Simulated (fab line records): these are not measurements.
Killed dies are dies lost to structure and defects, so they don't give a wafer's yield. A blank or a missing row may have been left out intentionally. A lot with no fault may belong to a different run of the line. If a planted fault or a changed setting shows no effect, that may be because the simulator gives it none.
fab line records    flow n5Finfet
record lots=5  wafers=15  lastDay=20
route steps=1938 shown SD_EPI_N@269
lots that met no fault: from a run of the same line without faults
startH: start of the lot's first displayed wafer, in hours after the record's first day    waitH: hours since the lot's step before    " unchanged from the row above    L1.1+2: a row that stands for several wafers    - either no value or no given start    * or withheld: withheld    < > ~ a bound
route shown NAME@n: a module of which the file shows steps, and the number in the route of the first    usual: mean and standard deviation over wafers with no fault    same: alike in all rows    chamber/n: place in a boat    sites: readings site by site    _std_site: the values' standard deviation    _edge_site: outer sites' mean less inner sites'    radiusMm: how far each site lies from the wafer's centre    mask NAME#n: copy n    behind: the last tool/chamber to shape the wafer    hold: the reason the lot was held/the length of the hold in hours/how it ended    device: names the non-switching transistor (n, p or np)    end of line: the tests these same wafers got at the end of their route    step lacking rows: just its recipe    killed: dies lost to structure and defects at the first sort, not the wafer's yield    map: shows each die of a wafer: x if killed, . if not, _ if none is there
set.NAME: the setting the step ran with; set.NAME@STEP: the setting that earlier step ran with    model.NAME: the simulator's own value behind a step, which no gauge read
certain route steps with their lots: each step a table, each wafer a row
services: a tool's chamber out of use, with start hour (startH, from the record's first day; less than 0 if before it), hours out, and reason
## steps
# step N5_SD_EPI_N_DEVELOP_08
# recipe developTimeS=30  developer=TMAH  resist=CAR-ArF-block  devTempC=23  rinseLiquid=diw  dry=airSpin
# step N5_SD_EPI_N_CD_MEAS_09
# recipe targetCdNm=120  landingEnergyEv=500  detector=seInlens
# usual cdNm=120.0/0.56
lot.wafer  tool      chamber  startH  waitH  cdNm
L640.2     cdSem-01  0        60.74   -      120.2
L640.3     "         0        "       "      120.3
L640.5     "         0        "       "      119.9
L647.2     cdSem-02  0        101.96  -      120.6
L647.3     "         0        "       "      120.0
L647.4     "         0        "       "      120.1
L648.1     cdSem-03  0        108.30  -      119.7
L648.2     "         0        "       "      120.6
L648.4     "         0        "       "      120.1
L653.1     cdSem-03  0        146.33  -      120.2
L653.3     "         0        "       "      119.8
L653.6     "         0        "       "      119.4
L658.3     cdSem-02  0        189.03  -      120.6
L658.4     "         0        "       "      120.2
L658.5     "         0        "       "      120.9
# step N5_SD_EPI_N_OVL_MEAS_10
# recipe pointsPerWafer=44
# usual SD_N_BLK_OVL=-0.4/0.83
lot.wafer  tool        chamber  startH  waitH  SD_N_BLK_OVL[nm]
L640.2     overlay-01  0        60.77   0.0    -0.8
L640.3     "           0        "       "      0.6
L640.5     "           0        "       "      -0.4
L647.2     overlay-02  0        101.99  0.0    0.2
L647.3     "           0        "       "      -1.5
L647.4     "           0        "       "      -1.3
L648.1     overlay-01  0        108.33  0.0    0.4
L648.2     "           0        "       "      -0.5
L648.4     "           0        "       "      0.1
L653.1     overlay-01  0        146.38  0.0    -0.9
L653.3     "           0        "       "      0.0
L653.6     "           0        "       "      0.4
L658.3     overlay-02  0        189.06  0.0    -0.6
L658.4     "           0        "       "      -0.5
L658.5     "           0        "       "      -1.2
# step N5_SD_EPI_N_INSPECT_11
# recipe mode=adi  inspectInstrument=macro
# usual rawDefectCount=2.1/1.4
lot.wafer  tool              chamber  startH  waitH  rawDefectCount
L640.2     defectInspect-02  -        60.79   0.0    1
L640.3     "                 -        "       "      0
L640.5     "                 -        "       "      6
L647.2     defectInspect-02  -        102.02  0.0    1
L647.3     "                 -        "       "      1
L647.4     "                 -        "       "      1
L648.1     defectInspect-02  -        108.35  0.0    3
L648.2     "                 -        "       "      1
L648.4     "                 -        "       "      1
L653.1     defectInspect-02  -        146.40  0.0    4
L653.3     "                 -        "       "      2
L653.6     "                 -        "       "      1
L658.3     defectInspect-02  -        189.08  0.0    2
L658.4     "                 -        "       "      4
L658.5     "                 -        "       "      2
# step N5_SD_EPI_N_DESCUM_14
# recipe chemistry=O2  timeS=7.9  sourcePowerW=50  biasPowerW=20  pressureMtorr=20  rfFrequencyHz=2.712e+07  tempC=40  resist=CAR-ArF-block  o2FlowSccm=225
# usual drypumpMotorCurrentA=5.7/0.44  oesProductAu=0.76/0.066  rfVppV=243.5/1.1  showerheadPlenumPTorr=2.11/0.037  tempC=39.99/0.098  throttleValvePct=20.38/0.14
lot.wafer  tool        chamber  startH  waitH  drypumpMotorCurrentA  oesProductAu  rfHoursCounterH  rfVppV  showerheadPlenumPTorr  tempC  throttleValvePct
L640.2     rieDiel-04  3        60.83   0.0    5.4                   0.71          181              244.3   2.16                   39.94  20.47
L640.3     "           1        "       "      5.3                   0.73          178              244.4   2.16                   39.89  20.29
L640.5     "           1        "       "      5.3                   0.72          -                247.2   2.16                   39.92  20.29
L647.2     rieDiel-05  0        102.48  0.5    6.1                   0.78          106              243.4   2.11                   39.95  20.41
L647.3     "           2        "       "      5.7                   0.75          175              244.0   2.09                   40.00  20.24
L647.4     "           3        "       "      5.5                   0.76          145              245.5   2.18                   40.10  20.28
L648.1     rieDiel-02  2        108.39  0.0    4.9                   0.77          137              242.3   2.10                   40.05  20.62
L648.2     "           3        "       "      5.8                   0.73          205              243.3   2.15                   39.81  20.46
L648.4     "           0        "       "      6.2                   0.89          37               243.6   2.14                   40.05  20.34
L653.1     rieDiel-02  1        148.10  1.7    5.7                   0.75          160              244.2   2.08                   39.95  20.42
L653.3     "           0        "       "      6.2                   0.88          46               243.9   2.13                   40.05  20.34
L653.6     "           2        "       "      4.9                   0.76          -                243.9   2.10                   40.05  20.63
L658.3     rieDiel-02  1        189.45  0.4    5.7                   0.73          178              241.6   2.07                   39.97  20.46
L658.4     "           2        "       "      4.8                   0.74          163              242.1   2.09                   39.99  20.69
L658.5     "           0        "       "      6.2                   0.86          -                242.5   2.13                   39.95  20.37
# step N5_SD_EPI_N_ETCH_34
# recipe chemistry=CF4  target=SiARC  targetDepthA=455  maskMaterial=CAR-ArF-block  timeS=75.8  ionEnergyEv=80  pressureMtorr=40  sourceW=545  biasW=36  Ar_flow_sccm=100  cf4FlowSccm=100  ends=cleared
# step N5_SD_EPI_N_ETCH_35
# recipe chemistry=N2/H2  target=SOC  overetchA=1080  maskMaterial=SiARC  tempC=40  ionEnergyEv=100  sourceW=3000  biasW=133  pressureMtorr=20  timeS=486  n2FlowSccm=200  h2FlowSccm=200
# usual drypumpMotorCurrentA=5.7/0.44  oesProductAu=0.68/0.056  rfVppV=241.2/1  showerheadPlenumPTorr=2.56/0.049  tempC=40.01/0.12  throttleValvePct=23.76/0.24
lot.wafer  tool        chamber  startH  waitH  drypumpMotorCurrentA  oesProductAu  rfHoursCounterH  rfVppV  showerheadPlenumPTorr  tempC  throttleValvePct
L640.2     rieDiel-04  3        60.92   0.0    5.3                   0.63          181              242.0   2.63                   40.07  23.99
L640.3     "           1        "       "      5.3                   0.65          178              241.5   2.64                   39.86  23.72
L640.5     "           1        "       "      5.4                   0.65          -                243.3   2.64                   39.80  23.72
L647.2     rieDiel-05  0        102.57  0.0    6.1                   0.69          106              241.7   2.56                   40.14  23.76
L647.3     "           2        "       "      5.7                   0.66          175              239.4   2.53                   39.97  23.54
L647.4     "           3        "       "      5.5                   0.68          145              241.4   2.65                   40.03  23.62
L648.1     rieDiel-02  2        108.48  0.0    4.9                   0.68          137              239.8   2.54                   39.67  24.14
L648.2     "           3        "       "      5.8                   0.64          205              242.2   2.62                   40.04  24.00
L648.4     "           0        "       "      6.2                   0.80          37               240.6   2.58                   40.19  23.66
L653.1     rieDiel-02  1        148.19  0.0    5.7                   0.67          160              239.4   2.54                   39.89  23.90
L653.3     "           0        "       "      6.2                   0.78          47               242.8   2.58                   39.84  23.67
L653.6     "           2        "       "      4.9                   0.68          -                240.5   2.54                   39.88  24.14
L658.3     rieDiel-02  1        189.54  0.0    5.7                   0.65          178              241.7   2.53                   39.98  23.90
L658.4     "           2        "       "      4.9                   0.67          163              240.6   2.53                   39.96  24.18
L658.5     "           0        "       "      6.2                   0.76          -                241.6   2.57                   39.99  23.68
# step N5_SD_EPI_N_STRIP_36
# recipe chemistry=N2/H2  tempC=40  n2FlowSccm=200  h2FlowSccm=200  rfFrequencyHz=6e+07
# step N5_SD_EPI_N_ETCHBACK_44
# recipe chemistry=CH3F/O2  mode=anisotropicEtchback  target=SiNx  targetDepthA=145  stopOn=SiO2  overEtchFrac=0.3  ionEnergyEv=120  pressureMtorr=30  sourceW=395  biasW=73  Ar_flow_sccm=150  CH3F_flow_sccm=30  O2_flow_sccm=20
# usual CH3F_flow_sccm=30.00/0.091  drypumpMotorCurrentA=5.7/0.44  oesProductAu=0.65/0.053  rfVppV=298.9/2.5  showerheadPlenumPTorr=2.02/0.037  throttleValvePct=16.34/0.16
lot.wafer  tool        chamber  startH  waitH  CH3F_flow_sccm  drypumpMotorCurrentA  oesProductAu  rfHoursCounterH  rfVppV  showerheadPlenumPTorr  throttleValvePct
L640.2     rieDiel-04  3        61.24   0.0    30.04           5.3                   0.60          181              292.9   2.08                   16.49
L640.3     "           1        "       "      29.96           5.3                   0.62          178              299.9   2.08                   16.29
L640.5     "           1        "       "      29.90           5.3                   0.62          -                301.0   2.08                   16.29
L647.2     rieDiel-05  0        102.89  0.0    30.05           6.1                   0.66          106              296.9   2.02                   16.33
L647.3     "           2        "       "      30.00           5.7                   0.63          175              297.2   2.00                   16.21
L647.4     "           3        "       "      29.89           5.5                   0.65          145              298.7   2.09                   16.27
L648.1     rieDiel-02  2        108.80  0.0    29.95           4.9                   0.65          137              300.7   2.01                   16.53
L648.2     "           3        "       "      30.07           5.8                   0.61          205              302.5   2.06                   16.48
L648.4     "           0        "       "      29.87           6.2                   0.76          37               299.4   2.03                   16.18
L653.1     rieDiel-02  1        148.52  0.0    29.81           5.6                   0.63          160              302.1   2.00                   16.45
L653.3     "           0        "       "      30.11           6.2                   0.75          47               301.4   2.03                   16.22
L653.6     "           2        "       "      29.85           4.9                   0.64          -                300.5   2.00                   16.55
L658.3     rieDiel-02  1        189.86  0.0    30.07           5.7                   0.63          178              300.7   2.00                   16.48
L658.4     "           2        "       "      29.93           4.9                   0.64          163              300.7   2.00                   16.58
L658.5     "           0        "       "      29.97           6.2                   0.73          -                300.3   2.03                   16.22
# step N5_SD_EPI_N_ETCH_45
# recipe chemistry=CH3F/O2  target=SiOCN  targetDepthA=60  maskMaterial=SOC  ionEnergyEv=60  biasW=29  pressureMtorr=15  sourceW=410  Ar_flow_sccm=150  CH3F_flow_sccm=30  O2_flow_sccm=20
# step N5_SD_EPI_N_ETCH_16
# recipe chemistry=CHF3/O2  target=SiO2  targetDepthA=50  maskMaterial=SOC  pressureMtorr=30  sourceW=650  biasW=170  Ar_flow_sccm=200  CHF3_flow_sccm=50  O2_flow_sccm=5  ionEnergyEv=200
# usual drypumpMotorCurrentA=5.7/0.44  oesProductAu=0.76/0.064  rfVppV=527/4.3  showerheadPlenumPTorr=2.44/0.044  throttleValvePct=18.88/0.16
lot.wafer  tool        chamber  startH  waitH  drypumpMotorCurrentA  oesProductAu  rfHoursCounterH  rfVppV  showerheadPlenumPTorr  throttleValvePct
L640.2     rieDiel-04  3        61.44   0.1    5.3                   0.70          181              516     2.50                   19.04
L640.3     "           1        "       "      5.3                   0.72          179              531     2.50                   18.85
L640.5     "           1        "       "      5.3                   0.72          -                530     2.50                   18.83
L647.2     rieDiel-05  0        103.09  0.1    6.1                   0.77          106              521     2.43                   18.90
L647.3     "           2        "       "      5.7                   0.74          175              524     2.41                   18.72
L647.4     "           3        "       "      5.5                   0.76          145              524     2.51                   18.81
L648.1     rieDiel-02  2        109.00  0.1    4.9                   0.77          137              531     2.42                   19.10
L648.2     "           3        "       "      5.8                   0.72          205              531     2.48                   19.01
L648.4     "           0        "       "      6.2                   0.89          37               529     2.45                   18.73
L653.1     rieDiel-02  1        148.72  0.1    5.6                   0.74          160              531     2.42                   19.04
L653.3     "           0        "       "      6.2                   0.88          47               527     2.44                   18.74
L653.6     "           2        "       "      4.9                   0.76          -                530     2.41                   19.10
L658.3     rieDiel-02  1        190.06  0.1    5.7                   0.73          178              531     2.41                   19.07
L658.4     "           2        "       "      4.8                   0.74          163              531     2.41                   19.15
L658.5     "           0        "       "      6.2                   0.85          -                528     2.44                   18.78
# step N5_SD_EPI_N_STRIP_47
# recipe chemistry=CHF3/O2  resist=SiARC  rfFrequencyHz=6e+07
# step N5_SD_EPI_N_SD_RECESS_17
# recipe chemistry=HBr/Cl2/O2  targetDepthA=410  maskMaterial=SOC  timeS=23.7  btTimeS=3  pressureMtorr=10  icpW=800  biasW=112  HBr_flow_sccm=150  Cl2_flow_sccm=80  O2_flow_sccm=12
# usual drypumpMotorCurrentA=5.6/0.49  oesProductAu=1.002/0.02  throttleValvePct=37.22/0.27
lot.wafer  tool      chamber  startH  waitH  drypumpMotorCurrentA  oesProductAu  rfHoursCounterH  throttleValvePct  model.SD_EPI_N.featureDepthNm  model.etch.depthNm  model.Si_of_WELL_APT_EPI_41.thkNm
L640.2     rieSi-01  1        61.52   0.0    6.7                   1.038         82               37.37             41.4                           41.38               8.2
L640.3     "         3        "       "      5.8                   0.997         122              36.75             41.4                           41.38               8
L640.5     "         1        "       "      6.7                   1.035         -                37.38             41.4                           41.36               8.4
L647.2     rieSi-02  2        103.16  0.0    5.0                   1.012         72               37.58             40                             39.98               8.8
L647.3     "         3        "       "      5.6                   0.956         4                37.09             40.6                           40.58               8.8
L647.4     "         1        "       "      5.8                   0.986         184              37.60             40.6                           40.63               8.8
L648.1     rieSi-03  2        109.07  0.0    5.2                   1.019         106              37.02             41                             40.95               7.8
L648.2     "         1        "       "      5.6                   0.993         182              37.48             41.6                           41.55               7
L648.4     "         0        "       "      6.0                   0.980         148              36.79             41.4                           41.35               7.8
L653.1     rieSi-03  1        148.79  0.0    5.6                   0.994         183              37.47             41.6                           41.51               7.4
L653.3     "         0        "       "      6.0                   0.982         149              36.79             50.2                           50.17               4.2
L653.6     "         0        "       "      6.0                   0.983         -                36.79             50.6                           50.5                4.2
L658.3     rieSi-01  1        190.13  0.0    6.7                   1.025         85               37.37             40.8                           40.87               8.4
L658.4     "         2        "       "      6.3                   0.995         72               37.21             41                             40.93               8.6
L658.5     "         3        "       "      5.7                   0.984         -                36.74             41.2                           41.15               9.2
# step N5_SD_EPI_N_STRIP_38
# recipe chemistry=N2/H2  powerW=1000  tempC=250  h2Frac=0.65  overashFraction=0.3  pressureMtorr=withheld  n2FlowSccm=1750  h2FlowSccm=3250
# usual drypumpMotorCurrentA=5.24/0.2  heaterPowerW=344/20  oesProductAu=0.761/0.011  tempC=249.95/0.2
lot.wafer  tool            chamber  startH  waitH  drypumpMotorCurrentA  heaterPowerW  oesProductAu  rfHoursCounterH  tempC
L640.2     plasmaAsher-02  1        61.62   0.1    5.33                  378           0.743         33               250.01
L640.3     "               1        "       "      5.34                  360           0.750         -                250.02
L640.5     "               1        "       "      5.33                  362           0.772         -                249.60
L647.2     plasmaAsher-02  0        103.26  0.1    5.39                  343           0.762         42               249.70
L647.3     "               1        "       "      5.33                  361           0.760         -                249.71
L647.4     "               0        "       "      5.35                  351           0.781         -                250.05
L648.1     plasmaAsher-01  0        109.17  0.1    5.38                  353           0.744         94               249.89
L648.2     "               1        "       "      4.90                  310           0.768         94               250.15
L648.4     "               1        "       "      4.90                  312           0.756         -                249.88
L653.1     plasmaAsher-02  0        148.88  0.1    5.39                  362           0.742         49               250.39
L653.3     "               1        "       "      5.33                  370           0.759         -                250.13
L653.6     "               0        "       "      5.38                  357           0.765         -                250.00
L658.3     plasmaAsher-01  1        190.25  0.1    4.89                  312           0.748         -                250.04
L658.4     "               0        "       "      5.36                  346           0.748         -                249.61
L658.5     "               1        "       "      4.90                  317           0.754         -                249.73
# step N5_SD_EPI_N_WET_ETCH_43
# recipe chemistry=dHF  dilution=withheld  timeS=14  target=SiO2  targetDepthA=15  tempC=25
# step N5_SD_EPI_N_STRIP_18
# recipe chemistry=SPM  timeS=750  tempC=130  h2so4H2o2VolRatio=4
# usual tempC=129.99/0.13
lot.wafer  tool         chamber  startH  waitH  tempC   model.Si_of_WELL_APT_EPI_41.thkNm
L640.2     wetBench-04  1        61.71   0.0    130.21  7.8
L640.3     "            4        "       "      129.77  7.6
L640.5     "            6        "       "      129.91  8
L647.2     wetBench-02  4        103.35  0.0    130.04  8.4
L647.3     "            3        "       "      130.09  8.6
L647.4     "            7        "       "      129.99  8.4
L648.1     wetBench-04  0        109.26  0.0    130.25  7.4
L648.2     "            5        "       "      129.92  6.6
L648.4     "            2        "       "      130.21  7.4
L653.1     wetBench-02  3        148.98  0.0    129.65  7
L653.3     "            1        "       "      130.17  4
L653.6     "            0        "       "      130.04  3.8
L658.3     wetBench-01  4        190.32  0.0    130.05  8
L658.4     "            6        "       "      129.80  8.4
L658.5     "            1        "       "      129.97  8.8
# step N5_SD_EPI_N_SRD_20
# recipe dry=ipaMarangoni  doPpb=5  timeS=30  tempC=23  rinseLiquid=diw
## services
tool            chamber  startH  hours  kind
rieSi-01        -        37.42   14.6   pm
rieSi-03        0        38.13   3.4    repair
plasmaAsher-01  -        45.23   0.5    repair
rieSi-03        -        70.51   2.8    pm
rieDiel-02      -        71.96   1.9    repair
rieDiel-02      -        91.19   4.7    repair
plasmaAsher-01  -        117.74  3.1    repair
rieDiel-04      1        137.43  26.9   repair
rieDiel-04      -        140.31  15.6   pm
rieSi-01        1        143.65  4.7    repair
rieSi-02        0        144.13  3.1    repair
wetBench-02     -        146.95  1.4    repair
rieSi-01        2        148.58  5.1    repair
plasmaAsher-02  -        150.58  0.7    repair
wetBench-01     -        155.22  1.3    repair
rieDiel-02      -        187.57  0.5    repair
## key
firstSign none at tools or gauges
modelEffect step=N5_SD_EPI_N_SD_RECESS_17  value=SD_EPI_N.featureDepthNm  without=40.8  struck=50.4
modelEffect step=N5_SD_EPI_N_STRIP_18  value=Si_of_WELL_APT_EPI_41.thkNm  without=8  struck=3.9
metAt N5_SD_EPI_N_SD_RECESS_17
struckWafers L653.3,L653.6
testerLeftOut L653
onsetBetween 109.07 148.79
fault kind=processParameterDrift  tool=rieSi-03  chamber=-  onsetH=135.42  steps=N5_SD_EPI_N_SD_RECESS_17  channel=timeS  offset=*  shape=step  endH=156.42  scope=struckWafersOnly  actsIn=*  stated=*
# testerLeftOut: of these lots the tester's yield and bins aren't shown, on N5 and GAA mostly nor the transistor test; their killed dies are dies lost to structure and defects alone, not to doping, threshold or leakage, so they don't give the yield
